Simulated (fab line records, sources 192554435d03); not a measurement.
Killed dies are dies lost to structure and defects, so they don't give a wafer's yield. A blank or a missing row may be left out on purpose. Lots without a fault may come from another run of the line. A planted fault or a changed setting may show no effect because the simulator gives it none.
A struck lot beside a sound one | flow n5_finfet | 16 steps out of a route of 1938
Sound: wafers L844.1, L844.4, L844.5. Struck: wafers L857.1, L857.4, L857.6. The cause comes at the end.
At each step with rows: each side's tool, then ch and its chambers, then its first start. Under that, the readings that differ: sound wafers | struck wafers | difference of the means | sigmas: that difference in standard deviations of wafers without a fault.
alike: readings whose means differ by less than 2 such deviations, and words and numbers that are the same on both sides. not compared: withheld readings, readings that some wafer has no value for, bounds like >300 that may hide the same value, and numbers for which the record gives no deviation and whose values overlap.
The two part at a step that has a row with sigmas, a row that says differs or no value, or rows on one side only. Numbers that don't overlap but have no deviation are shown without sigmas and don't part them. A reading that every wafer of one side lacks parts them only if that side has two wafers or more.

first, 1 step without rows for these wafers: N5_BEOL_M0_SAQP_SRD_93 (time 30 s).
N5_BEOL_M0_SAQP_RECESS_114: chemistry HF/NH3, target SiO2, target depth 14.4 nm, afs cycles 3, sublimation time 60 s.
  sound on vapor_etch-01 ch 0,1, day 5 10:02; struck on vapor_etch-02 ch 0,1, day 8 20:26
  alike: drypump_motor_current_A
then, 1 step without rows for these wafers: N5_BEOL_M0_SAQP_SPACER1_ALD_98 (deposits SiO2, target thk 12.8 nm, pulse time 1 s, purge time 2 s).
N5_BEOL_M0_SAQP_SPACER1_ETCHBACK_99: etches SiO2 in CHF3/O2, target depth 15.4 nm, time 7.7 s.
  sound on rie_diel-05 ch 0,1, day 5 12:26; struck on rie_diel-03 ch 0,1,2, day 8 21:18
  alike: CHF3_flow_sccm, O2_flow_sccm, drypump_motor_current_A, oes_o_777_au, oes_product_au, rf_vpp_V, showerhead_plenum_p_Torr, throttle_valve_pct
  not compared: rf_hours_counter_h
N5_BEOL_M0_SAQP_MANDREL1_REMOVE_100: chemistry HBr/Cl2/O2, target a-Si, stops on SiNx, bt time 10 s.
  sound on rie_si-01 ch 1,2,3, day 5 12:31; struck on rie_si-01 ch 1,2, day 8 21:23
  alike: O2_flow_sccm, drypump_motor_current_A, mfc_cl2_sccm, oes_o_777_au, oes_product_au, throttle_valve_pct
  not compared: rf_hours_counter_h
N5_BEOL_M0_SAQP_CD_MEAS_25: target cd 13.1 nm.
  sound on cd_sem-03 ch 0, day 5 12:38; struck on cd_sem-01 ch 0, day 8 21:30
  alike: cd_nm
N5_BEOL_M0_SAQP_ETCH_101: etches SiNx in CH3F/O2, target depth 29.9 nm, time 42.7 s.
  sound on rie_diel-05 ch 0,2,3, day 5 12:40; struck on rie_diel-06 ch 0,2, day 8 21:32
  alike: O2_flow_sccm, bias_w, drypump_motor_current_A, oes_o_777_au, oes_product_au, rf_vpp_V, showerhead_plenum_p_Torr, throttle_valve_pct
  not compared: rf_hours_counter_h
then, 2 steps without rows for these wafers: N5_BEOL_M0_SAQP_ETCH_102 (etches SiO2 in CF4, target depth 4 nm, time 4.4 s); N5_BEOL_M0_SAQP_MANDREL_ETCH_103 (etches a-Si in HBr/Cl2, stops on SiCN, target depth 45 nm, bt time 10 s, time 27 s).
N5_BEOL_M0_SAQP_RECESS_104: chemistry HF/NH3, target SiO2, target depth 18 nm, afs cycles 3, sublimation time 60 s.
  sound on vapor_etch-02 ch 0,1, day 5 12:53; struck on vapor_etch-01 ch 0,1, day 8 21:46
  alike: drypump_motor_current_A
then, 2 steps without rows for these wafers: N5_BEOL_M0_SAQP_COAT_105 (time 60 s, resist thk 100 nm); N5_BEOL_M0_SAQP_ETCH_106 (etches SOC in N2/H2, stops on SiNx, target depth 150 nm).
N5_BEOL_M0_SAQP_ETCH_107: etches SiNx in CH3F/O2, target depth 30 nm.
  sound on rie_diel-06 ch 0,3, day 5 13:24; struck on rie_diel-05 ch 1,2,3, day 8 22:16
  reading                                  | sound             | struck            | difference | sigmas
  bias_w (W)                               | 72.66 72.73 72.77 | 58.95 58.90 58.97 | -13.78     | -63
  rf_vpp_V (V)                             | 307 303 302       | 251 251 247       | -54        | -12
  model.BEOL_M0_SAQP.feature_depth_nm (nm) | 29.8 30.6 30.6    | 28.2 28.6 28.8    | -1.8       |
  alike: O2_flow_sccm, drypump_motor_current_A, oes_o_777_au, oes_product_au, showerhead_plenum_p_Torr, throttle_valve_pct
  not compared: rf_hours_counter_h
then, 1 step without rows for these wafers: N5_BEOL_M0_SAQP_STRIP_108 (strips in N2/H2).
-- the record jumps here: 3 days lie between the struck wafers' starts before and after (it left off in module BEOL_M0_SAQP and takes up again in module BEOL_M4, whose first step shown is number 1111 of the route) --
N5_BEOL_M4_RC_MEAS_101:
  sound on prober-02 ch 0, day 8 11:57; struck on prober-02 ch 0, day 11 12:01
  reading        | sound          | struck         | difference | sigmas
  IOFF_P (nA/um) | 0.15 0.17 0.16 | 0.23 0.23 0.25 | +0.08      | +2
  ION_P (uA/um)  | 454 463 455    | 471 474 471    | +15        | +2
  VT_P (mV)      | -256 -257 -254 | -245 -247 -247 | +9         | +3
  alike: DIBL_N, DIBL_P, IOFF_N, ION_N, SS_N, SS_P, VT_N
N5_PASSIVATION_PROBE_49:
  the record has rows for the sound wafers here (prober-01, day 13 01:50) and none for the struck ones

WHERE THEY PART
First at N5_BEOL_M0_SAQP_ETCH_107; last, within this record, at N5_PASSIVATION_PROBE_49.

WHY: what the simulator had put in
Process parameter drift: rie_diel-05, from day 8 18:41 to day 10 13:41, at N5_BEOL_M0_SAQP_ETCH_107. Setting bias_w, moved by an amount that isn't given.
